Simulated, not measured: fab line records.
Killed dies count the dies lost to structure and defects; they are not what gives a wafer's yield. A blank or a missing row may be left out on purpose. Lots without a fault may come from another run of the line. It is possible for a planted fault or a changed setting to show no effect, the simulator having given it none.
fab line records	flow n5_finfet	part 1 of 2: steps 1 to 4 of 6
[record] lots = 22	wafers = 66	last_day = 18
route steps=1938 shown FIN_CUT@173 STI_FIN_REVEAL@184 DUMMY_GATE@236 SPACER0@259
lots untouched by any fault: they come from a run of this same line in which no faults occurred
start_h: hours from the record's first day to the start of the lot's first wafer shown	wait_h: hours from the lot's prior step to this one	" as in the row above	L1.1+2: several wafers, shown together as one row	- value missing, or start not given	* or withheld: withheld	< > ~ a bound
route shown NAME@n: names a module that has steps shown in the file, with the first one's number in the route	usual: the fault-free wafers' mean and standard deviation	same: alike in all rows	chamber/n: place in a boat	sites: each site's reading	_std_site: the values' standard deviation	_edge_site: outer sites' mean less inner sites'	radius_mm: how far each site lies from the wafer's centre	mask NAME#n: copy n	behind: the most recent tool/chamber to have shaped the wafer	hold: why the lot was held/for how many hours/how that ended	device: transistor that didn't switch, given as n, p or np	end of line: at the end of the route, the tests of the same wafers	for a step that has no rows: nothing shown but its recipe	killed: not the wafer's yield, but the dies lost to structure and defects at the first sort	map: the dies of a wafer, with x for killed, . for not killed, _ for no die there
set.NAME: the setting the step ran with; set.NAME@STEP: the setting that earlier step ran with	model.NAME: the simulator's own value behind a step, which no gauge read
steps of the route over a sample of lots; a table a step, a row a wafer
services: when a tool's chamber went out of use (start_h, in hours from the record's first day, below 0 if earlier), for how many hours, and the reason
[[steps]]
[step N5_FIN_CUT_CUT_ETCH_26]
[recipe] chemistry = CH3F/O2	target = SiNx	target_depth_a = 390	mask_material = SOC	time_s = 55.7	pressure_mtorr = 30	source_w = 395	bias_w = 73	Ar_flow_sccm = 150	CH3F_flow_sccm = 30	O2_flow_sccm = 20	ion_energy_ev = 120
[usual] drypump_motor_current_A = 5.7/0.35	oes_product_au = 0.77/0.065	rf_vpp_V = 296.9/2.5	showerhead_plenum_p_Torr = 2.00/0.08	throttle_valve_pct = 16.43/0.18
[same] time_s = 55.7
lot.wafer	tool	chamber	start_h	wait_h	drypump_motor_current_A	oes_product_au	rf_hours_counter_h	rf_vpp_V	showerhead_plenum_p_Torr	throttle_valve_pct
L074.1	rie_diel-06	3	26.37	0.0	5.3	0.70	222	294.5	1.90	16.32
L074.2	"	0	"	"	5.7	0.86	63	297.0	2.11	16.30
L074.3	"	2	"	"	5.9	0.77	121	293.6	1.93	16.63
L075.1	rie_diel-05	2	32.48	0.0	6.0	0.74	159	297.1	2.08	16.12
L075.5	"	2	"	"	6.0	0.74	-	297.7	2.08	16.12
L075.6	"	1	"	"	5.2	0.70	-	292.4	1.97	16.65
L076.1	rie_diel-05	1	38.75	0.0	5.2	0.70	239	292.1	1.97	16.67
L076.3	"	3	"	"	5.6	0.70	228	297.3	1.98	16.53
L076.4	"	0	"	"	6.2	0.76	124	297.6	2.02	16.32
L078.3	rie_diel-06	2	51.97	0.0	5.9	0.76	127	294.1	1.93	16.61
L078.4	"	3	"	"	5.3	0.70	228	296.0	1.89	16.33
L078.6	"	1	"	"	5.9	0.81	-	300.1	1.86	16.69
L079.2	rie_diel-06	2	57.36	0.0	5.9	0.76	128	293.3	1.93	16.62
L079.3	"	0	"	"	5.7	0.85	70	297.0	2.11	16.32
L079.4	"	3	"	"	5.3	0.70	229	296.6	1.89	16.34
L080.1	rie_diel-05	1	64.60	0.0	5.2	0.69	246	292.1	1.97	16.69
L080.3	"	2	"	"	6.0	0.74	169	297.2	2.07	16.15
L080.5	"	2	"	"	6.0	0.74	-	297.1	2.07	16.13
L081.1	rie_diel-05	1	69.71	0.0	5.2	0.69	248	291.6	1.97	16.70
L081.4	"	2	"	"	6.0	0.74	-	296.6	2.07	16.13
L081.6	"	1	"	"	5.2	0.69	-	290.8	1.97	16.67
L082.1	rie_diel-02	2	74.68	0.0	5.5	0.82	79	296.8	1.94	16.20
L082.4	"	1	"	"	6.4	0.83	67	298.7	2.11	16.58
L082.5	"	0	"	"	5.4	0.73	-	296.2	2.07	16.36
L083.2	rie_diel-06	1	82.56	0.0	6.0	0.79	107	299.5	1.86	16.69
L083.5	"	1	"	"	6.0	0.79	-	300.2	1.86	16.70
L083.6	"	0	"	"	5.7	0.85	-	297.7	2.11	16.32
L084.1	rie_diel-02	1	87.81	0.0	6.3	0.82	71	299.6	2.11	16.60
L084.4	"	0	"	"	5.4	0.71	209	296.1	2.06	16.38
L084.5	"	1	"	"	6.4	0.83	-	296.8	2.11	16.59
L085.1	rie_diel-02	2	95.49	0.0	5.5	0.81	84	296.4	1.94	16.20
L085.4	"	0	"	"	5.4	0.72	211	298.1	2.06	16.39
L085.6	"	2	"	"	5.5	0.81	-	295.6	1.94	16.22
L086.1	rie_diel-02	3	101.37	0.0	5.5	0.77	135	300.1	2.00	16.41
L086.4	"	0	"	"	5.4	0.71	213	297.4	2.06	16.39
L086.5	"	2	"	"	5.5	0.81	-	297.2	1.94	16.22
L087.3	rie_diel-06	2	105.17	0.0	5.9	0.74	141	291.7	1.92	16.66
L087.4	"	1	"	"	5.9	0.78	113	298.6	1.86	16.71
L087.6	"	1	"	"	5.9	0.79	-	298.3	1.86	16.70
L088.1	rie_diel-02	2	112.75	0.0	5.5	0.80	90	296.6	1.94	16.23
L088.2	"	3	"	"	5.5	0.76	138	301.1	2.00	16.41
L088.6	"	1	"	"	6.4	0.81	-	299.6	2.11	16.61
L089.1	rie_diel-06	0	117.84	0.0	5.7	0.82	88	296.2	2.10	16.35
L089.2	"	2	"	"	5.9	0.74	145	294.0	1.92	16.67
L089.4	"	3	"	"	5.3	0.67	245	296.8	1.89	16.36
L090.1	rie_diel-05	0	123.88	0.0	6.1	0.74	148	297.0	2.01	16.38
L090.2	"	1	"	"	5.2	0.93	10	292.7	1.96	16.24
L090.3	"	2	"	"	6.0	0.72	190	296.8	2.07	16.19
L091.1	rie_diel-02	3	130.31	0.0	5.5	0.76	143	299.3	2.00	16.42
L091.4	"	2	"	"	5.5	0.80	94	296.8	1.94	16.21
L091.6	"	2	"	"	5.5	0.80	-	295.5	1.94	16.24
L092.1	rie_diel-06	0	134.55	0.0	5.7	0.82	92	296.5	2.10	16.35
L092.2	"	1	"	"	5.9	0.78	121	298.6	1.85	16.73
L092.3	"	2	"	"	5.9	0.74	149	291.7	1.92	16.68
L093.3	rie_diel-05	3	140.31	0.0	5.6	0.98	3	296.1	1.97	16.14
L093.4	"	0	"	"	6.2	0.73	151	297.1	2.01	16.39
L093.6	"	2	"	"	6.0	0.72	-	297.3	2.07	16.18
L094.1	rie_diel-05	2	146.64	0.0	6.0	0.72	196	294.8	2.06	16.18
L094.4	"	1	"	"	5.2	0.91	15	293.4	1.96	16.26
L094.6	"	2	"	"	6.0	0.71	-	296.2	2.06	16.20
L096.1	rie_diel-02	1	159.55	0.0	6.3	0.80	94	298.2	2.10	16.64
L096.2	"	2	"	"	5.5	0.79	103	296.5	1.93	16.24
L096.5	"	2	"	"	5.5	0.79	-	296.4	1.93	16.26
L097.1	rie_diel-02	2	166.16	0.0	5.5	0.79	105	295.3	1.93	16.26
L097.4	"	1	"	"	6.3	0.79	96	297.5	2.10	16.66
L097.6	"	1	"	"	6.3	0.80	-	298.5	2.10	16.66
[step N5_STI_FIN_REVEAL_ALD_14]
[recipe] material = Si3N4	target_thk_a = 30	temp_c = 400	ald_precursor_family = SiH2I2	ald_co_reactant = N2/H2-plasma	pressure_torr = 2
[usual] heater_power_outer_w = 523/80	heater_power_w = 870/110
lot.wafer	tool	chamber	start_h	wait_h	heater_power_outer_w	heater_power_w
L074.1	ald_sin-02	0	26.93	0.0	561	844
L074.2	"	3	"	"	610	976
L074.3	"	1	"	"	442	723
L075.1	ald_sin-02	1	33.04	0.0	436	717
L075.5	"	0	"	"	541	862
L075.6	"	1	"	"	440	718
L076.1	ald_sin-01	1	39.31	0.0	587	992
L076.3	"	0	"	"	496	781
L076.4	"	2	"	"	678	1058
L078.3	ald_sin-04	0	53.10	0.0	464	826
L078.4	"	3	"	"	569	987
L078.6	"	0	"	"	481	825
L079.2	ald_sin-04	0	57.92	0.0	471	835
L079.3	"	3	"	"	582	959
L079.4	"	2	"	"	579	988
L080.1	ald_sin-01	2	65.19	0.0	668	1034
L080.3	"	0	"	"	482	789
L080.5	"	3	"	"	575	929
L081.1	ald_sin-01	0	70.37	0.0	509	806
L081.4	"	3	"	"	577	939
L081.6	"	2	"	"	674	1057
L082.1	ald_sin-04	0	75.24	0.0	456	832
L082.4	"	3	"	"	574	977
L082.5	"	0	"	"	467	836
L083.2	ald_sin-04	1	83.87	0.0	400	725
L083.5	"	2	"	"	591	994
L083.6	"	1	"	"	410	714
L084.1	ald_sin-04	1	88.39	0.0	414	722
L084.4	"	2	"	"	586	967
L084.5	"	2	"	"	600	978
L085.1	ald_sin-02	3	97.88	0.0	630	976
L085.4	"	0	"	"	548	846
L085.6	"	0	"	"	548	851
L086.1	ald_sin-04	1	102.00	0.0	413	723
L086.4	"	0	"	"	479	822
L086.5	"	1	"	"	403	724
L087.3	ald_sin-04	2	107.30	0.0	567	986
L087.4	"	3	"	"	582	965
L087.6	"	2	"	"	582	983
L088.1	ald_sin-04	0	114.02	0.0	466	827
L088.2	"	1	"	"	409	713
L088.6	"	0	"	"	462	792
L089.1	ald_sin-02	0	118.69	0.0	542	839
L089.2	"	1	"	"	447	737
L089.4	"	3	"	"	635	965
L090.1	ald_sin-02	3	124.48	0.0	620	977
L090.2	"	1	"	"	453	725
L090.3	"	0	"	"	545	844
L091.1	ald_sin-04	0	131.42	0.0	472	820
L091.4	"	2	"	"	591	991
L091.6	"	1	"	"	419	705
L092.1	ald_sin-01	3	135.11	0.0	538	910
L092.2	"	2	"	"	689	1068
L092.3	"	1	"	"	574	1002
L093.3	ald_sin-01	3	141.53	0.0	536	911
L093.4	"	1	"	"	584	978
L093.6	"	0	"	"	457	744
L094.1	ald_sin-04	3	147.20	0.0	568	992
L094.4	"	1	"	"	405	724
L094.6	"	1	"	"	413	719
L096.1	ald_sin-01	2	160.11	0.0	685	1072
L096.2	"	3	"	"	512	919
L096.5	"	3	"	"	536	899
L097.1	ald_sin-04	3	166.72	0.0	585	985
L097.4	"	3	"	"	590	951
L097.6	"	0	"	"	469	836
[step N5_STI_FIN_REVEAL_CMP_04]
[recipe] stop_on = Si3N4	t_overpolish_s = 4	down_force_psi = 2	platen_rpm = 54.18	post_cmp_clean = alkaline_brush	pad_velocity_m_s = 1.078	target_thk_nm = 131.83
[usual] edge_zone_pressure_frac = 1.000/0.0047	motor_current_A = 8.0/0.9	overpolish_run_s = 4.000/0.0094	pad_life_wafers = 1036/530	time_to_endpoint_s = 103/4.7
lot.wafer	tool	chamber	start_h	wait_h	edge_zone_pressure_frac	motor_current_A	overpolish_run_s	pad_life_wafers	time_to_endpoint_s
L074.2	cmp-02	3	32.00	0.1	1.003	7.5	4.012	481	98
L074.3	"	0	"	"	1.000	7.0	4.006	482	98
L074.1	"	1	"	"	1.008	8.2	3.990	483	103
L075.1	cmp-01	2	38.08	0.0	0.992	7.1	4.006	270	101
L075.6	"	2	"	"	0.997	7.5	3.996	-	97
L075.5	"	3	"	"	0.996	8.4	3.985	-	103
L076.3	cmp-03	3	44.95	0.0	1.005	10.8	4.006	1326	103
L076.1	"	1	"	"	0.996	8.0	4.000	1328	102
L076.4	"	2	"	"	1.004	8.3	3.997	1329	108
L078.3	cmp-01	0	58.22	0.1	0.999	7.7	4.002	428	97
L078.4	"	1	"	"	1.001	8.0	3.987	429	98
L078.6	"	3	"	"	1.007	8.6	3.984	-	98
L079.3	cmp-01	3	62.96	0.0	0.994	8.5	4.013	468	100
L079.4	"	0	"	"	0.997	7.9	3.999	469	96
L079.2	"	1	"	"	1.006	8.2	4.002	470	97
L080.1	cmp-01	1	70.23	0.0	1.002	8.4	4.000	534	97
L080.3	"	2	"	"	1.001	7.1	3.991	535	94
L080.5	"	1	"	"	1.004	8.1	4.010	-	100
L081.4	cmp-02	0	75.48	0.1	1.000	6.8	3.995	836	100
L081.1	"	1	"	"	0.998	8.6	3.988	837	109
L081.6	"	3	"	"	0.993	7.6	4.008	-	105
L082.4	cmp-03	2	80.29	0.0	1.004	8.9	4.002	1566	109
L082.1	"	1	"	"	0.998	7.9	3.989	1569	108
L082.5	"	3	"	"	0.994	10.6	3.996	-	105
L083.2	cmp-01	0	88.91	0.0	0.994	7.4	3.998	678	99
L083.6	"	0	"	"	0.999	7.8	4.009	-	98
L083.5	"	1	"	"	1.003	8.2	3.978	-	102
L084.4	cmp-01	0	93.42	0.0	0.999	7.1	3.983	714	101
L084.1	"	1	"	"	1.000	8.3	4.001	715	97
L084.5	"	0	"	"	1.004	7.8	4.001	-	102
L085.4	cmp-01	1	102.92	0.0	0.997	8.2	4.009	792	104
L085.1	"	2	"	"	0.998	7.2	4.008	793	101
L085.6	"	1	"	"	0.990	8.2	4.001	-	102
L086.4	cmp-02	2	107.06	0.0	0.994	6.9	4.012	1086	106
L086.1	"	1	"	"	0.999	8.2	4.009	1089	109
L086.5	"	3	"	"	0.999	7.3	3.991	-	111
L087.3	cmp-01	0	112.34	0.0	1.003	8.2	4.000	870	103
L087.4	"	3	"	"	1.001	8.5	3.990	873	105
L087.6	"	0	"	"	1.002	7.7	4.021	-	100
L088.1	cmp-01	1	119.13	0.1	0.999	8.2	4.003	926	106
L088.2	"	2	"	"	1.001	7.0	4.002	927	107
L088.6	"	3	"	"	1.002	9.1	4.003	-	107
L089.2	cmp-03	0	123.73	0.0	0.995	7.2	3.993	1848	105
L089.1	"	1	"	"	0.990	7.4	4.002	1849	102
L089.4	"	2	"	"	1.008	9.0	4.009	1850	108
L090.3	cmp-02	0	129.52	0.0	0.995	6.6	3.989	1242	106
L090.1	"	1	"	"	0.993	8.5	3.994	1243	109
L090.2	"	2	"	"	0.994	7.1	3.993	1244	102
L091.4	cmp-01	0	136.46	0.0	1.002	8.1	4.007	1044	106
L091.1	"	2	"	"	0.997	7.2	4.011	1046	106
L091.6	"	0	"	"	0.996	7.6	3.995	-	106
L092.2	cmp-03	2	140.20	0.1	0.999	8.4	4.002	1957	105
L092.3	"	3	"	"	0.999	10.3	3.981	1958	104
L092.1	"	0	"	"	0.999	8.2	4.005	1959	106
L093.3	cmp-03	1	146.57	0.0	0.999	7.3	3.999	2016	111
L093.4	"	3	"	"	1.004	10.8	3.984	2018	109
L093.6	"	1	"	"	1.000	7.7	4.001	-	108
L094.1	cmp-01	2	152.23	0.0	1.003	7.5	4.007	1164	110
L094.4	"	3	"	"	0.995	8.7	3.995	1165	116
L094.6	"	3	"	"	0.998	8.2	3.988	-	107
L096.1	cmp-02	1	165.23	0.1	1.001	8.5	4.004	1550	103
L096.2	"	2	"	"	1.006	7.1	3.999	1551	102
L096.5	"	3	"	"	1.005	8.0	3.988	-	107
L097.4	cmp-02	2	171.85	0.1	1.004	7.0	4.001	1604	109
L097.1	"	3	"	"	1.012	7.6	3.996	1605	109
L097.6	"	0	"	"	0.997	7.1	4.000	-	109
[step N5_DUMMY_GATE_ETCH_36]
[recipe] chemistry = CF4	target = SiARC	target_depth_a = 130	pressure_mtorr = 40	source_w = 545	bias_w = 36	Ar_flow_sccm = 100	cf4_flow_sccm = 100	ion_energy_ev = 80
[usual] drypump_motor_current_A = 5.7/0.34	oes_product_au = 0.77/0.07	rf_vpp_V = 183.9/1.2	showerhead_plenum_p_Torr = 2.14/0.082	throttle_valve_pct = 15.69/0.2
lot.wafer	tool	chamber	start_h	wait_h	drypump_motor_current_A	oes_product_au	rf_hours_counter_h	rf_vpp_V	showerhead_plenum_p_Torr	throttle_valve_pct
L074.1	rie_diel-06	1	44.52	0.0	5.9	0.81	95	181.7	2.00	15.95
L074.2	"	3	"	"	5.3	0.70	225	181.9	2.04	15.62
L074.3	"	0	"	"	5.7	0.86	66	184.2	2.26	15.56
L075.1	rie_diel-05	1	50.72	0.0	5.2	0.69	242	182.4	2.11	15.94
L075.5	"	2	"	"	6.0	0.75	-	184.4	2.22	15.42
L075.6	"	3	"	"	5.6	0.69	-	184.1	2.12	15.81
L076.1	rie_diel-05	2	58.34	0.0	6.1	0.74	167	184.6	2.22	15.40
L076.3	"	3	"	"	5.5	0.69	234	183.7	2.12	15.80
L076.4	"	1	"	"	5.2	0.69	-	183.1	2.11	15.96
L078.3	rie_diel-06	2	71.18	0.0	5.9	0.74	132	183.4	2.07	15.89
L078.4	"	3	"	"	5.3	0.69	232	181.6	2.04	15.65
L078.6	"	0	"	"	5.7	0.84	-	184.1	2.25	15.58
L079.2	rie_diel-06	0	75.61	0.0	5.7	0.85	76	185.2	2.25	15.60
L079.3	"	1	"	"	6.0	0.80	104	183.0	2.00	15.96
L079.4	"	2	"	"	5.9	0.75	134	182.5	2.06	15.90
L080.1	rie_diel-05	3	82.63	0.0	5.6	0.69	242	182.4	2.12	15.81
L080.3	"	2	"	"	6.0	0.73	175	184.9	2.22	15.43
L080.5	"	0	"	"	6.2	0.75	-	183.3	2.15	15.58
L081.1	rie_diel-06	0	87.97	0.0	5.7	0.85	80	183.9	2.25	15.59
L081.4	"	3	"	"	5.3	0.69	238	183.4	2.04	15.66
L081.6	"	3	"	"	5.3	0.69	-	181.3	2.04	15.66
L082.1	rie_diel-06	2	93.22	0.0	5.9	0.76	139	183.8	2.06	15.92
L082.4	"	1	"	"	5.9	0.79	109	181.4	2.00	15.98
L082.5	"	1	"	"	5.9	0.79	-	182.4	2.00	15.97
L083.2	rie_diel-02	3	101.90	0.0	5.5	0.77	135	184.3	2.15	15.71
L083.5	"	2	"	"	5.5	0.80	-	183.8	2.07	15.45
L083.6	"	1	"	"	6.3	0.82	-	185.4	2.26	15.88
L084.1	rie_diel-05	1	106.59	0.0	5.2	0.95	3	184.5	2.11	15.48
L084.4	"	1	"	"	5.2	0.95	-	183.1	2.11	15.48
L084.5	"	2	"	"	6.0	0.73	-	184.7	2.21	15.45
L085.1	rie_diel-02	0	115.93	0.0	5.4	0.71	219	184.8	2.20	15.66
L085.4	"	3	"	"	5.5	0.77	139	183.4	2.14	15.72
L085.6	"	1	"	"	6.3	0.81	-	186.4	2.25	15.88
L086.1	rie_diel-02	0	119.57	0.0	5.4	0.71	219	186.2	2.20	15.64
L086.4	"	2	"	"	5.5	0.80	91	183.3	2.07	15.44
L086.5	"	0	"	"	5.4	0.71	-	184.8	2.20	15.65
L087.3	rie_diel-02	1	124.65	0.0	6.3	0.81	83	184.8	2.25	15.91
L087.4	"	2	"	"	5.5	0.80	93	185.0	2.07	15.46
L087.6	"	0	"	"	5.4	0.71	-	184.5	2.20	15.67
L088.1	rie_diel-02	2	131.43	0.0	5.5	0.80	94	183.3	2.07	15.45
L088.2	"	1	"	"	6.3	0.80	84	185.2	2.25	15.88
L088.6	"	0	"	"	5.4	0.71	-	184.8	2.20	15.65
L089.1	rie_diel-02	1	137.87	0.0	6.3	0.81	87	185.5	2.25	15.91
L089.2	"	3	"	"	5.5	0.76	145	183.5	2.14	15.72
L089.4	"	2	"	"	5.5	0.80	97	182.3	2.07	15.47
L090.1	rie_diel-06	0	146.25	0.0	5.7	0.82	95	185.1	2.25	15.63
L090.2	"	3	"	"	5.3	0.68	252	183.5	2.03	15.69
L090.3	"	2	"	"	5.9	0.74	152	182.8	2.06	15.92
L091.1	rie_diel-05	3	153.15	0.0	5.6	0.97	6	184.1	2.11	15.35
L091.4	"	0	"	"	6.2	0.74	154	183.5	2.15	15.62
L091.6	"	2	"	"	6.0	0.72	-	185.6	2.21	15.47
L092.1	rie_diel-02	3	154.06	0.0	5.5	0.75	150	184.7	2.14	15.73
L092.2	"	1	"	"	6.3	0.80	92	186.5	2.25	15.91
L092.3	"	0	"	"	5.4	0.71	230	185.8	2.20	15.66
L093.3	rie_diel-05	3	164.39	0.0	5.6	0.95	10	184.8	2.11	15.37
L093.4	"	1	"	"	5.2	0.89	20	183.8	2.10	15.51
L093.6	"	3	"	"	5.6	0.95	-	183.1	2.11	15.38
L094.1	rie_diel-05	3	167.20	0.0	5.6	0.95	10	183.4	2.11	15.38
L094.4	"	2	"	"	6.0	0.71	201	184.5	2.21	15.48
L094.6	"	1	"	"	5.2	0.90	-	184.1	2.10	15.51
L096.1	rie_diel-06	0	177.63	0.0	5.8	0.81	103	185.6	2.24	15.64
L096.2	"	2	"	"	5.9	0.72	164	182.3	2.05	15.96
L096.5	"	0	"	"	5.7	0.81	-	184.8	2.24	15.64
L097.1	rie_diel-05	0	186.32	0.0	6.1	0.74	164	185.1	2.14	15.64
L097.4	"	1	"	"	5.2	0.89	25	183.6	2.10	15.51
L097.6	"	0	"	"	6.1	0.73	-	184.6	2.14	15.65
